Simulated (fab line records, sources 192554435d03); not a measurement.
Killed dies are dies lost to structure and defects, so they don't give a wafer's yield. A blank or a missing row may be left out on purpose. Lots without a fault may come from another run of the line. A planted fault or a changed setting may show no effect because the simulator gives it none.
Chamber matching | flow n5_finfet | N5_HKMG_FIN_DESCUM_53 on rie_diel-02: 4 sister chambers
The step chemistry O2, time 7.9 s. 18 wafers are shown with their chamber, then 9 later ones without.

WAFERS WITH THEIR CHAMBER
wafer  | chamber | throttle_valve_pct (%) | drypump_motor_current_A (A) | showerhead_plenum_p_Torr (Torr)
L074.3 | 0       | 20.78                  | 5.3                         | 2.10
L074.4 | 1       | 20.28                  | 5.9                         | 2.01
L074.6 | 1       | 20.29                  | 5.8                         | 2.01
L075.1 | 1       | 20.29                  | 5.8                         | 2.01
L075.3 | 2       | 20.44                  | 5.7                         | 2.13
L075.5 | 0       | 20.79                  | 5.3                         | 2.10
L082.2 | 0       | 20.81                  | 5.3                         | 2.09
L082.4 | 3       | 20.46                  | 5.9                         | 2.07
L082.5 | 0       | 20.80                  | 5.3                         | 2.09
L085.1 | 3       | 20.47                  | 5.9                         | 2.07
L085.2 | 0       | 20.80                  | 5.3                         | 2.09
L085.3 | 2       | 20.48                  | 5.8                         | 2.12
L087.1 | 0       | 20.80                  | 5.3                         | 2.09
L087.3 | 1       | 20.32                  | 5.8                         | 2.00
L087.5 | 1       | 20.33                  | 5.8                         | 2.00
L091.1 | 2       | 20.49                  | 5.7                         | 2.12
L091.2 | 3       | 20.49                  | 5.9                         | 2.06
L091.4 | 0       | 20.82                  | 5.3                         | 2.08

SIGNATURES (means of the wafers above)
reading                  | chamber 0 | chamber 1 | chamber 2 | chamber 3 | scatter within a chamber
throttle_valve_pct       | 20.8000   | 20.3020   | 20.4700   | 20.4733   | 0.0184
drypump_motor_current_A  | 5.300     | 5.820     | 5.733     | 5.900     | 0.0324
showerhead_plenum_p_Torr | 2.0914    | 2.0060    | 2.1233    | 2.0667    | 0.00621
Rule: a wafer's distance from a chamber is the root of the sum, over the readings, of the square of ((its reading less the chamber's mean) divided by the reading's scatter). The wafer belongs to the nearest chamber; if the next one is less than 2 further off, it can't be placed. The scatter: the root of (the sum of the squares of (reading less its chamber's mean) over the shown wafers, divided by (wafers less chambers)).

WAFERS WITHOUT THEIR CHAMBER
wafer  | throttle_valve_pct (%) | drypump_motor_current_A (A) | showerhead_plenum_p_Torr (Torr)
L092.1 | 20.48                  | 5.9                         | 2.06
L092.2 | 20.49                  | 5.7                         | 2.12
L092.3 | 20.82                  | 5.3                         | 2.08
L095.2 | 20.49                  | 5.9                         | 2.06
L095.5 | 20.52                  | 5.9                         | 2.06
L095.6 | 20.52                  | 5.7                         | 2.12
L096.3 | 20.52                  | 5.8                         | 2.12
L096.5 | 20.37                  | 5.9                         | 2.00
L096.6 | 20.51                  | 5.7                         | 2.12

WHICH CHAMBER EACH WENT THROUGH
wafer  | from the rows above | in truth
L092.1 | 3                   | 3
L092.2 | 2                   | 2
L092.3 | 0                   | 0
L095.2 | 3                   | 3
L095.5 | 3                   | 3
L095.6 | 2                   | 2
L096.3 | 2                   | 2
L096.5 | 1                   | 1
L096.6 | 2                   | 2
Placed correctly: 9 of 9. Can't be placed from these rows: 0. Placed wrongly: 0.
